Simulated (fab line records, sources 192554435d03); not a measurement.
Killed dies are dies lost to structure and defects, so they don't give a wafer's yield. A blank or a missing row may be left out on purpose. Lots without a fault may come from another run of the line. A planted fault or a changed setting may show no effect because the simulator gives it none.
fab line records | flow n5_finfet
record lots=6 wafers=18 last_day=19
route steps=1938 shown BEOL_M14@1718 PASSIVATION@1936
lots that met no fault: from a run of the same line without faults
start_h: hours from the record's first day to the start of the lot's first wafer shown | wait_h: hours since the lot's step before | " the same as in the row above | L1.1+2: a row that stands for several wafers | - no value, or no start given | * or withheld: withheld | < > ~ a bound
route shown NAME@n: a module of which the file shows steps, and the number in the route of the first | usual: mean/standard deviation of fault-free wafers | same: alike in all rows | chamber/n: place in a boat | sites: the reading at each site | _std_site: their standard deviation | _edge_site: outer sites' mean less inner sites' | radius_mm: how far each site lies from the wafer's centre | mask NAME#n: copy n | behind: the tool/chamber that last shaped the wafer | hold: why the lot was held/for how many hours/how that ended | device: the transistor (n, p or np) that didn't switch | end of line: the same wafers' tests at the end of the route | a step without rows: its recipe alone | killed: dies lost to structure and defects at the first sort, not the wafer's yield | map: a wafer's dies, x killed, . not, _ none there
set.NAME: the setting as run; set.NAME@STEP: as run at that earlier step | model.NAME: the simulator's own value behind a step, which no gauge read
lots at some steps of the route; a table a step, a row a wafer
services: from which hour (start_h, from the record's first day; less than 0 if before it) a tool's chamber was out of use, for how many hours, and why
## steps
# step N5_BEOL_M14_COAT_58
# recipe resist=BARC temp_c=205 time_s=60 spin_rpm=1500 resist_thk_nm=89
# step N5_BEOL_M14_COAT_04
# recipe spin_rpm=1704 resist_thk_nm=800
# step N5_BEOL_M14_EBR_06
# recipe solvent=PGMEA ebr_width_mm=1.5
# step N5_BEOL_M14_SOFTBAKE_05
# recipe temp_c=130 time_s=60
# step N5_BEOL_M14_EXPOSE_07
# recipe mask_id=V13 na=0.8 source_shape=annular sigma_inner=0.5 sigma_outer=0.8 polarization=unpolarized attpsm_phase_deg=180 dose_mj=57
# step N5_BEOL_M14_PEB_08
# recipe peb_temp_c=130 peb_time_s=90
# step N5_BEOL_M14_DEVELOP_09
# recipe develop_time_s=45 rinse_liquid=diw dry=air_spin dev_temp_c=21
# step N5_BEOL_M14_HARDBAKE_14
# recipe temp_c=130 time_s=120
# step N5_BEOL_M14_CD_MEAS_10
# recipe target_cd_nm=250 landing_energy_ev=500 detector=se_inlens polarity=opening
# usual cd_nm=249.8/1.1
# columns lot.wafer tool chamber start_h wait_h cd_nm
L982.2 cd_sem-01 0 288.80 - 250.0
L982.5 " 0 " " 250.6
L982.6 " 0 " " 250.1
L984.1 cd_sem-02 0 294.42 - 250.5
L984.3 " 0 " " 250.2
L984.6 " 0 " " 250.6
L997.1 cd_sem-01 0 360.42 - 249.4
L997.2 " 0 " " 249.3
L997.3 " 0 " " 249.8
L996.1 cd_sem-01 0 385.94 - 251.3
L996.5 " 0 " " 250.2
L996.6 " 0 " " 251.8
L101.1 cd_sem-02 0 391.35 - 251.0
L101.4 " 0 " " 251.5
L101.5 " 0 " " 249.6
L102.1 cd_sem-02 0 416.36 - 250.0
L102.2 " 0 " " 249.6
L102.5 " 0 " " 251.0
# step N5_BEOL_M14_OVL_MEAS_11
# recipe points_per_wafer=44
# usual V13_OVL=-1/4.5
# columns lot.wafer tool chamber start_h wait_h V13_OVL[nm]
L982.2 overlay-01 0 288.83 0.0 0
L982.5 " 0 " " 2
L982.6 " 0 " " -4
L984.1 overlay-01 0 294.45 0.0 -2
L984.3 " 0 " " 7
L984.6 " 0 " " 4
L997.1 overlay-01 0 360.45 0.0 -7
L997.2 " 0 " " -8
L997.3 " 0 " " -3
L996.1 overlay-01 0 385.97 0.0 -4
L996.5 " 0 " " -2
L996.6 " 0 " " -1
L101.1 overlay-01 0 391.38 0.0 0
L101.4 " 0 " " 2
L101.5 " 0 " " 1
L102.1 overlay-01 0 416.39 0.0 1
L102.2 " 0 " " 2
L102.5 " 0 " " 3
# step N5_BEOL_M14_INSPECT_12
# recipe mode=adi inspect_instrument=macro
# usual raw_defect_count=2.0/1.5
# columns lot.wafer tool chamber start_h wait_h raw_defect_count
L982.2 defect_inspect-01 - 288.85 0.0 2
L982.5 " - " " 4
L982.6 " - " " 1
L984.1 defect_inspect-02 - 294.47 0.0 2
L984.3 " - " " 3
L984.6 " - " " 3
L997.1 defect_inspect-02 - 360.48 0.0 0
L997.2 " - " " 0
L997.3 " - " " 1
L996.1 defect_inspect-01 - 385.99 0.0 1
L996.5 " - " " 1
L996.6 " - " " 1
L101.1 defect_inspect-01 - 391.40 0.0 3
L101.4 " - " " 1
L101.5 " - " " 2
L102.1 defect_inspect-01 - 416.59 0.2 0
L102.2 " - " " 2
L102.5 " - " " 2
# step N5_BEOL_M14_DESCUM_15
# recipe chemistry=O2 time_s=7.9 source_power_w=50 bias_power_w=20 pressure_mtorr=20 rf_frequency_hz=2.712e+07 temp_c=40 o2_flow_sccm=225
# usual drypump_motor_current_A=5.9/0.46 oes_product_au=0.83/0.058 rf_vpp_V=243.8/1.2 showerhead_plenum_p_Torr=2.13/0.056 throttle_valve_pct=20.32/0.16
# columns lot.wafer tool chamber start_h wait_h drypump_motor_current_A oes_product_au rf_hours_counter_h rf_vpp_V showerhead_plenum_p_Torr throttle_valve_pct
L982.2 rie_diel-02 2 288.92 0.1 6.2 0.81 106 243.5 2.20 20.31
L982.5 " 0 " " 5.3 0.89 - 244.1 2.13 20.55
L982.6 " 1 " " 6.3 0.92 - 242.4 2.05 20.16
L984.1 rie_diel-03 1 294.51 0.0 5.8 0.87 37 243.7 2.21 20.17
L984.3 " 3 " " 5.5 0.92 17 242.8 2.13 20.18
L984.6 " 2 " " 6.6 0.81 - 244.8 2.20 20.35
L997.1 rie_diel-02 2 360.69 0.2 6.2 0.78 134 244.9 2.19 20.35
L997.2 " 1 " " 6.3 0.86 47 241.1 2.04 20.22
L997.3 " 3 " " 6.7 0.91 18 243.2 2.06 20.44
L996.1 rie_diel-02 0 386.14 0.1 5.3 0.83 77 242.2 2.12 20.60
L996.5 " 0 " " 5.3 0.82 - 244.3 2.12 20.61
L996.6 " 3 " " 6.7 0.89 - 241.5 2.05 20.47
L101.1 rie_diel-01 3 391.80 0.4 6.0 0.70 213 244.1 2.08 20.52
L101.4 " 0 " " 5.5 0.83 81 243.2 2.12 20.25
L101.5 " 1 " " 5.9 0.78 - 245.0 2.20 20.09
L102.1 rie_diel-01 2 416.71 0.1 5.1 0.83 68 243.1 2.12 20.41
L102.2 " 3 " " 6.0 0.70 220 243.1 2.07 20.52
L102.5 " 3 " " 6.0 0.69 - 243.5 2.07 20.53
# step N5_BEOL_M14_ETCH_59
# recipe chemistry=N2/H2 target=BARC target_depth_a=890 overetch_a=267 time_s=67.9 ion_energy_ev=200 pressure_mtorr=30 source_w=840 bias_w=150 n2_flow_sccm=200 h2_flow_sccm=200
# usual drypump_motor_current_A=5.9/0.46 oes_product_au=0.71/0.048 rf_vpp_V=525.2/2 run_length_s=91.1/0.54 showerhead_plenum_p_Torr=2.59/0.068 throttle_valve_pct=17.76/0.16
# columns lot.wafer tool chamber start_h wait_h drypump_motor_current_A oes_product_au rf_hours_counter_h rf_vpp_V run_length_s showerhead_plenum_p_Torr throttle_valve_pct model.coat_of_BEOL_M14_COAT_04.thk_nm
L982.2 rie_diel-02 2 288.95 0.0 6.2 0.70 106 527.4 90.9 2.67 17.72 719.2
L982.5 " 0 " " 5.3 0.75 - 527.0 91.0 2.58 17.91 717.6
L982.6 " 1 " " 6.3 0.78 - 522.1 91.8 2.50 17.60 720.4
L984.1 rie_diel-03 1 294.54 0.0 5.8 0.74 37 529.3 91.5 2.71 17.76 719.8
L984.3 " 3 " " 5.5 0.79 17 526.5 91.9 2.60 17.71 723.2
L984.6 " 2 " " 6.6 0.68 - 529.4 90.2 2.68 17.81 722.6
L997.1 rie_diel-02 2 360.72 0.0 6.3 0.64 134 527.6 95.7 2.66 17.76 712
L997.2 " 1 " " 6.3 0.72 47 523.8 97.2 2.48 17.65 712
L997.3 " 3 " " 6.7 0.78 18 522.5 91.1 2.49 17.92 718.8
L996.1 rie_diel-02 0 386.18 0.0 5.3 0.68 77 523.9 96.0 2.57 17.95 714.2
L996.5 " 0 " " 5.3 0.71 - 523.6 90.9 2.57 17.97 717.8
L996.6 " 3 " " 6.7 0.76 - 520.8 91.5 2.49 17.93 720
L101.1 rie_diel-01 3 391.83 0.0 6.0 0.61 213 524.6 90.9 2.52 17.91 720.2
L101.4 " 0 " " 5.5 0.70 81 523.2 90.3 2.57 17.76 720.6
L101.5 " 1 " " 5.9 0.68 - 527.9 91.2 2.67 17.48 718.6
L102.1 rie_diel-01 2 416.75 0.0 5.1 0.70 68 526.0 91.0 2.57 17.91 715.4
L102.2 " 3 " " 6.0 0.60 220 523.9 91.0 2.52 17.90 715.4
L102.5 " 3 " " 6.0 0.59 - 524.3 91.1 2.52 17.91 712.8
# step N5_BEOL_M14_VIA_ETCH_16
# recipe chemistry=C4F8/O2/Ar target=SiO2 he_inner_torr=15 he_outer_torr=30 target_depth_a=12313 time_s=withheld ion_energy_ev=800 pressure_mtorr=20 source_w=1905 bias_w=2040 Ar_flow_sccm=400 C4F8_flow_sccm=16 O2_flow_sccm=12 ends=cleared
# usual C4F8_flow_sccm=16.00/0.049 drypump_motor_current_A=5.9/0.46 oes_product_au=0.75/0.053 rf_vpp_V=2229/19 showerhead_plenum_p_Torr=3.50/0.085 throttle_valve_pct=30.79/0.19
# columns lot.wafer tool chamber start_h wait_h C4F8_flow_sccm drypump_motor_current_A oes_product_au rf_vpp_V showerhead_plenum_p_Torr throttle_valve_pct
L982.2 rie_diel-02 2 289.00 0.0 16.01 6.2 0.74 2211 3.59 30.69
L982.5 " 0 " " 15.94 5.3 0.79 2243 3.50 31.16
L982.6 " 1 " " 15.94 6.3 0.83 2258 3.38 30.70
L984.1 rie_diel-03 1 294.59 0.0 16.07 5.8 0.78 2208 3.63 30.69
L984.3 " 3 " " 15.98 5.5 0.83 2227 3.50 30.71
L984.6 " 2 " " 16.01 6.6 0.73 2193 3.62 30.92
L997.1 rie_diel-02 2 360.77 0.0 16.10 6.2 0.72 2211 3.57 30.72
L997.2 " 1 " " 15.90 6.3 0.79 2256 3.37 30.72
L997.3 " 3 " " 16.01 6.7 0.83 2213 3.38 30.99
L996.1 rie_diel-02 0 386.23 0.0 16.08 5.3 0.75 2241 3.48 31.22
L996.5 " 0 " " 16.06 5.4 0.74 2240 3.48 31.19
L996.6 " 3 " " 15.99 6.7 0.80 2212 3.37 31.00
L101.1 rie_diel-01 3 391.88 0.0 15.98 6.0 0.63 2255 3.41 30.89
L101.4 " 0 " " 15.94 5.5 0.74 2214 3.46 30.60
L101.5 " 1 " " 16.01 5.9 0.71 2227 3.61 30.55
L102.1 rie_diel-01 2 416.80 0.0 15.99 5.1 0.74 2235 3.48 30.90
L102.2 " 3 " " 16.01 6.0 0.62 2258 3.41 30.90
L102.5 " 3 " " 16.04 6.0 0.63 2256 3.41 30.91
# step N5_PASSIVATION_PROBE_49
# usual defect_limited_yield=91.0/1.6 killed_at_M0_to_M3=35/11 killed_at_M4_up=14/5.1 killed_at_contacts=12/6.6 killed_at_front_end=41/12 killed_at_other=4/3 killed_dies=107/19 killed_open=70/15 killed_short=35/8.5 sort_bin_5_function=5.3/1 sort_bin_6_memory=3.4/0.73 sort_n_pass=1073/19 sort_yield_pct=91.0/1.6
# same gross_dies=1180 killed_at_back_side=0 sort_bin_4_leakage[%]=0 sort_bin_8_speed[%]=0
# columns lot.wafer tool chamber start_h wait_h defect_limited_yield[%] killed_at_M0_to_M3 killed_at_M4_up killed_at_contacts killed_at_front_end killed_at_other killed_dies killed_open killed_short sort_bin_5_function[%] sort_bin_6_memory[%] sort_n_pass sort_yield_pct[%]
L984.1 prober-02 - 319.66 0.0 92.3 23 10 17 36 5 91 64 25 4.7 2.5 1089 92.3
L984.3 prober-02 - 319.76 0.1 92.7 38 8 15 20 5 86 60 26 4.7 2.5 1094 92.7
L984.6 prober-02 - 319.91 0.3 90.5 52 2 16 37 5 112 72 40 5.3 4.1 1068 90.5
# killed by level:class
L984.1 STI_FIN_REVEAL:geometric_particle:open=15 MOL_CONTACT_COAG:geometric_particle:open=13 BEOL_M0_SAQP:geometric_particle:short=9 BEOL_M0_SAQP:geometric_particle:open=8 BEOL_M4:geometric_particle:open=5 DUMMY_GATE:geometric_particle:open=4 MOL_CONTACT_COAG:geometric_particle:short=4 FIN_SAQP:geometric_particle:short=2
L984.3 MOL_CONTACT_COAG:geometric_particle:open=14 BEOL_M0_SAQP:geometric_particle:open=11 BEOL_M1:geometric_particle:open=9 BEOL_M0_SAQP:geometric_particle:short=7 BEOL_M4:geometric_particle:open=4 FIN_SAQP:geometric_particle:short=3 STI_FIN_REVEAL:geometric_particle:open=3 GATE_CUT:geometric_particle:open=3
L984.6 BEOL_M0_SAQP:geometric_particle:short=14 MOL_CONTACT_COAG:geometric_particle:open=13 BEOL_M1:geometric_particle:open=12 STI_FIN_REVEAL:geometric_particle:open=9 BEOL_M0_SAQP:geometric_particle:open=9 FIN_SAQP:geometric_particle:short=8 BEOL_M3:geometric_particle:open=5 BEOL_M2:geometric_particle:open=5
## services
# columns tool chamber start_h hours kind
rie_diel-01 3 272.40 9.7 repair
rie_diel-02 - 277.48 10.0 pm
rie_diel-02 3 287.48 - clean
rie_diel-02 3 287.48 - consumable_replace:focus_ring
rie_diel-02 3 287.48 26.6 scheduled_down
rie_diel-02 3 287.48 26.6 vent_cycle
rie_diel-02 2 303.68 2.6 repair
rie_diel-03 2 311.50 17.1 repair
rie_diel-03 0 351.69 40.6 repair
rie_diel-03 2 353.13 5.5 repair
rie_diel-02 0 367.96 9.2 repair
rie_diel-03 2 400.10 3.9 repair
## key
first_sign step=N5_BEOL_M14_ETCH_59 reading=run_length_s direction=up sigmas=9.6 usual=* struck=*
effect none on later readings
model_effect step=N5_BEOL_M14_ETCH_59 value=coat_of_BEOL_M14_COAT_04.thk_nm without=717.7 struck=712.7
met_at N5_BEOL_M14_ETCH_59
struck_wafers L996.1,L997.1,L997.2
onset_between 288.95 360.72
fault kind=process_parameter_drift tool=rie_diel-02 chamber=- onset_h=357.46 steps=N5_BEOL_M14_ETCH_59 channel=time_s offset=* shape=step end_h=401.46 scope=struck_wafers_only acts_in=* stated=*
